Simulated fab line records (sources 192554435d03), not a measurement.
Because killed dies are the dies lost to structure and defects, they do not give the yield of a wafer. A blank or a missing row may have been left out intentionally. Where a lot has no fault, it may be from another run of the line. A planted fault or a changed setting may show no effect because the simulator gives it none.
Problem report in the 8D (eight disciplines) form, filled by code	flow n5-finfet	the parts of the form that need people (team, actions taken, sign-off) are left out

== 1. THE ISSUE ==
Wafers without a fault read 54.9 nm, standard deviation 1.1; trench-depth-nm at N5_BEOL_M2_OCD_MEAS_38 reads a mean of 49.0 nm on 2 wafers belonging to 2 lots. That is -5.4 standard deviations from the usual mean.
Seen first at day 8 14:01 on ocd-01, wafer L826.4. The record has a number at this step for 22 wafers belonging to 8 lots. By rule, "out" or "out of limits" means more than 4 standard deviations away from the usual mean. All remaining wafers that have a number are taken as sound.

== 2. WHAT IT IS AND WHAT IT IS NOT ==
question	is	is not
which readings at this step	trench-depth-nm	-
which lots	L826, L827	L822, L833, L837, L839, L840, L841
which wafers of those lots	L826.4, L827.2	L826.1, L827.6
read on which gauges	ocd-01	ocd-02
when	from day 8 14:01	up to then (4 sound wafers); but 16 sound wafers of L827, L833, L837, L839, L840, L841 came after

== 3. WHAT RULES OUT EACH SUSPECT ==
Counting: any tool at a process step up to the reading remains a suspect provided it ran every lot that is out. Sound lots after the first of them don't rule it out here, since some wafers of a struck lot are sound.
- the gauge at N5_BEOL_M2_OCD_MEAS_38: kept. All the wafers that are out were read on ocd-01, and no step on other tools shows them out.
- rie-diel-02 at N5_BEOL_M2_ETCH_70 (etches SOC in N2/H2, target depth 80 nm, overetch 24 nm, time 130 s): kept. It ran every lot that is out, first L826 (day 8 13:40).
- rie-diel-02 at N5_BEOL_M2_TRENCH_ETCH_37 (etches SiOC in C4F6/O2, target depth 55.555 nm, time 29.2 s): kept. It ran every lot that is out, first L826 (day 8 13:52).
Still standing after the count: rie-diel-02 at N5_BEOL_M2_ETCH_70, rie-diel-02 at N5_BEOL_M2_TRENCH_ETCH_37, ocd-01 at N5_BEOL_M2_OCD_MEAS_38.

== 4. THE CAUSE (what the simulator had put in) ==
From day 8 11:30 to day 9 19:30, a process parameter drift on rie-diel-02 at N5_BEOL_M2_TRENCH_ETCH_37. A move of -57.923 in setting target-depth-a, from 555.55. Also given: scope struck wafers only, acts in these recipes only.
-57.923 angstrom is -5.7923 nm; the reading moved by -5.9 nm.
This tool is one of the 3 suspects left after counting.

== 5. THE CHAIN OF EFFECTS, in route order ==
Each row: a reading whose mean over the struck wafers that have a number lies more than 3 standard deviations from the usual. Only readings for which the record gives a usual standard deviation are gone through. hours: the time from each lot's start at the first step in this table that gives one to its start at this step, as a median over the lots. sigmas: the change in usual standard deviations.
hours	step	reading	usual	on struck wafers	change	sigmas
0	N5_BEOL_M2_OCD_MEAS_38	trench-depth-nm	54.9 nm	49.0	-5.9	-5.4
4	N5_BEOL_M2_RS_MEAS_58	M2_RS	0.68 ohm/sq	0.81	+0.12	+3.4
At these later measuring or inspecting steps, every struck wafer for which the step has a row has a number for every such reading, and none has moved that far: N5_BEOL_M2_THK_MEAS_53, N5_BEOL_M4_RC_MEAS_101.

== 6. HOW IT WOULD HAVE BEEN CAUGHT EARLIER ==
3 hours passed between the start of the fault at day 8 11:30 and the first reading out of limits at a measuring or inspecting step in this record, taken at day 8 14:01.
Tool readings at N5_BEOL_M2_TRENCH_ETCH_37 with a usual standard deviation given in the record: none out on any struck wafer, hence no alarm at a limit of 4 standard deviations on them.
Of the lots that are out (2), L827 began N5_BEOL_M2_TRENCH_ETCH_37 on rie-diel-02 after day 8 14:01. It would have been spared by a hold on the tool at that moment.
